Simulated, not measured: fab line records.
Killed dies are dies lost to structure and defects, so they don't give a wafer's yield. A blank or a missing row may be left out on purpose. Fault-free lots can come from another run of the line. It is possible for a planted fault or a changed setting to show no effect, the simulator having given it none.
Comparing a struck lot with a sound one / flow nand-harc / 41 steps out of a route of 1302
Sound: the wafers L952.2, L952.3, L952.6. Struck: wafers L963.2, L963.5 (left out: L963.1, a lot-mate that was not struck); the cause follows at the end.
Each step with rows lists, per side, the tool, then ch with its chambers, then its first start. Under that, the readings that differ: sound wafers / struck wafers / difference of the means / sigmas: that difference in standard deviations of wafers without a fault.
alike: words and numbers the same on both sides, and readings whose means are apart by under 2 such deviations; not compared: readings that were withheld, readings missing a value for some wafer, numbers with overlapping values and no deviation given by the record, and bounds like >300 which may hide the same value.
The two part at a step that has a row with sigmas, a row that says differs or no value, or rows on one side only. When numbers do not overlap yet have no deviation, they are printed without sigmas and do not part them. A reading missing from all wafers of one side parts the sides only when that side holds two or more wafers.

first, 1 step without rows for these wafers: NHARC_P_STI_HARDBAKE_13 (time 65 s).
NHARC_P_STI_DESCUM_14: chemistry O2, time 3 s.
  sound on rie-diel-11 ch 0,1,3, day 3 15:20; struck on rie-diel-01 ch 1,2, day 8 12:28
reading=showerhead-plenum-p-Torr (Torr); sound=2.06 2.05 1.92; struck=1.80 1.79; difference=-0.21; sigmas=-2
  alike: chamber-pressure-mTorr, drypump-motor-current-A, oes-product-au, rf-vpp-V, throttle-valve-pct
  not compared: rf-hours-counter-h
then, 1 step without rows for these wafers: NHARC_P_STI_ETCH_42 (etches the open film in N2/H2, target depth 80 nm, overetch 24 nm, time 61 s).
NHARC_P_STI_ETCH_31: etches the open film in CF4/CHF3, target depth 108.9 nm, time 54.5 s.
  sound on rie-diel-11 ch 0,3; struck on rie-diel-01 ch 1,2
  alike: chamber-pressure-mTorr, drypump-motor-current-A, oes-product-au, rf-fwd-power-W, rf-vpp-V, showerhead-plenum-p-Torr, throttle-valve-pct
  not compared: rf-hours-counter-h
NHARC_P_STI_ETCH_15: etches the open film in HBr/Cl2, target depth 300 nm, time 100.1 s.
  sound on rie-si-06 ch 0,3, day 3 15:39; struck on rie-si-05 ch 2,3, day 8 12:46
reading=oes-product-au (a.u.); sound=1.008 1.008 1.018; struck=0.987 0.996; difference=-0.020; sigmas=-2
  alike: chamber-pressure-mTorr, drypump-motor-current-A, rf-fwd-power-W, throttle-valve-pct
  not compared: rf-hours-counter-h
NHARC_P_STI_CD_MEAS_16:
  struck on cd-sem-03, day 8 12:53; sound on cd-sem-01, day 3 15:48
  alike: cd-nm
NHARC_P_STI_OCD_MEAS_17:
  struck on ocd-02, day 8 12:59; sound on ocd-01, day 3 15:53
  alike: trench-depth-nm, trench-foot-cd-nm
then, 3 steps without rows for these wafers: NHARC_P_STI_STRIP_19 (strips in SPM, time 900 s); NHARC_P_STI_PRECLEAN_32 (cleans in SC1); NHARC_P_STI_SRD_23.
NHARC_P_STI_OCD_MEAS_43:
  struck on ocd-02, day 8 13:29; sound on ocd-02, day 3 16:24
  alike: trench-depth-nm, trench-foot-cd-nm
then, 1 step without rows for these wafers: NHARC_P_STI_OXIDE_33 (material SiO2, target thk 10 nm, ox time 281 s).
NHARC_P_STI_HDPCVD_20: deposits SiO2.
  sound on hdpcvd-01 ch 0,1, day 4 00:46; struck on hdpcvd-01 ch 0,1, day 9 10:58
then, 1 step without rows for these wafers: NHARC_P_STI_ANNEAL_34 (time 1800 s).
NHARC_P_STI_CMP_21: polishes, t overpolish 20 s, target thk 380.67 nm.
  sound on cmp-01 ch 1,2,3, day 4 11:15; struck on cmp-01 ch 1,2, day 9 19:15
  alike: motor-current-A, overpolish-run-s, retaining-ring-pressure-frac
then, 19 steps without rows for these wafers: NHARC_P_STI_SRD_35; NHARC_P_STI_ETCH_36 (etches SiO2 in dHF, target depth 38.8 nm); NHARC_P_STI_STRIP_24 (strips Si3N4 in H3PO4); NHARC_P_STI_ETCH_37 (etches SiO2 in dHF, target depth 11 nm); NHARC_P_STI_PRECLEAN_38 (cleans in SC1); NHARC_P_STI_SRD_39; NHARC_P_STI_OXIDE_40 (material SiO2, target thk 10 nm, ox time 1362 s); NHARC_P_GATE_ETCH_69 (etches SiO2 in dHF, target depth 14 nm); NHARC_P_GATE_PRECLEAN_70 (cleans in SC1); NHARC_P_GATE_SRD_01; NHARC_P_GATE_OXIDE_02 (material SiO2, target thk 37.5 nm, ox time 365 s); NHARC_P_GATE_DEHYDRATE_03 (time 120 s); NHARC_P_GATE_HMDS_04 (time 30 s); NHARC_P_GATE_COAT_05; NHARC_P_GATE_SOFTBAKE_06 (time 95 s); NHARC_P_GATE_EBR_07; NHARC_P_GATE_EXPOSE_08 (exposes mask P HV); NHARC_P_GATE_PEB_09 (peb time 85 s); NHARC_P_GATE_DEVELOP_10 (time 70 s).
NHARC_P_GATE_CD_MEAS_11: the cd target is 1640 nm.
  sound on cd-sem-03 ch 0, day 5 04:05; struck on cd-sem-01 ch 0, day 10 11:32
  alike: cd-nm
then, 1 step without rows for these wafers: NHARC_P_GATE_HARDBAKE_12 (time 80 s).
NHARC_P_GATE_DESCUM_13: chemistry O2, time 3 s.
  sound on rie-diel-07 ch 0,1,3, day 5 04:15; struck on rie-diel-07 ch 0, day 10 11:41
  alike: chamber-pressure-mTorr, drypump-motor-current-A, oes-product-au, rf-vpp-V, showerhead-plenum-p-Torr, throttle-valve-pct
  not compared: rf-hours-counter-h
then, 3 steps without rows for these wafers: NHARC_P_GATE_ETCH_14 (etches SiO2 in dHF, target depth 48.8 nm); NHARC_P_GATE_STRIP_15 (strips in SPM, time 780 s); NHARC_P_GATE_PRECLEAN_71 (cleans in SC1).
-- jump in the record: it breaks off in module P_GATE and resumes in module END (first step shown: number 1302 of the route), and 20 days separate the struck wafers' starts before and after --
NHARC_END_SORT_01:
  at this point the record logs the struck wafers (prober-01 ch 0, day 30 15:42) and has no rows for the sound ones

== WHERE THEY PART ==
First at NHARC_P_STI_DESCUM_14; last, within this record, at NHARC_END_SORT_01.

WHY: what the simulator had put in
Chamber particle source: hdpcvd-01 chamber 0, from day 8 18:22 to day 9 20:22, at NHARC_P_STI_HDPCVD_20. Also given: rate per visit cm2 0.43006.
